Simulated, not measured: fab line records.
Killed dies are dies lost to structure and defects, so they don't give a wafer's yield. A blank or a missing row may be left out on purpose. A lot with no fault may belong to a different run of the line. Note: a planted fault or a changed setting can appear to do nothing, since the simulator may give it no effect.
Chamber matching :: flow n5-finfet :: 4 sister chambers for N5_MOL_CONTACT_COAG_STRIP_96 on rie-diel-03
The step strips in N2/H2. 4 wafers are shown with their chamber, then 9 later ones without.

WAFERS, EACH WITH ITS CHAMBER
wafer: L080.4
chamber: 3
throttle-valve-pct (%): 19.1

wafer: L088.3
chamber: 1
throttle-valve-pct (%): 18.5

wafer: L089.4
chamber: 0
throttle-valve-pct (%): 19.5

wafer: L089.5
chamber: 2
throttle-valve-pct (%): 18.6

WAFERS MISSING THEIR CHAMBER
wafer: L092.2
throttle-valve-pct (%): 18.6

wafer: L092.3
throttle-valve-pct (%): 19.5

wafer: L092.4
throttle-valve-pct (%): 18.5

wafer: L093.1
throttle-valve-pct (%): 18.5

wafer: L093.3
throttle-valve-pct (%): 18.7

wafer: L093.6
throttle-valve-pct (%): 18.6

wafer: L095.1
throttle-valve-pct (%): 19.5

wafer: L095.3
throttle-valve-pct (%): 18.6

wafer: L095.4
throttle-valve-pct (%): 18.7

THE CHAMBER EACH PASSED THROUGH
wafer: L092.2
from the rows above: 2
in truth: 2

wafer: L092.3
from the rows above: 0
in truth: 0

wafer: L092.4
from the rows above: 1
in truth: 1

wafer: L093.1
from the rows above: 1
in truth: 1

wafer: L093.3
from the rows above: 2
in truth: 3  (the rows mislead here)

wafer: L093.6
from the rows above: 2
in truth: 2

wafer: L095.1
from the rows above: 0
in truth: 0

wafer: L095.3
from the rows above: 2
in truth: 2

wafer: L095.4
from the rows above: 2
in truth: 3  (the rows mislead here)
Correctly placed: 7 of 9. Not placeable from these rows: 0. 2 placed wrongly.
How it was worked out, from the rows above alone: a wafer's distance from a chamber is the root of the sum, over the readings, of the square of ((its reading less the chamber's mean) divided by the reading's scatter). If the next closest chamber is less than 2 further off than the closest, the wafer can't be placed; otherwise it belongs to the closest. The mean given for a chamber averages the wafers shown for that chamber. The scatter (one wafer shown for each chamber): square how far every hidden wafer sits from the nearest shown wafer, average those squares and take the square root.
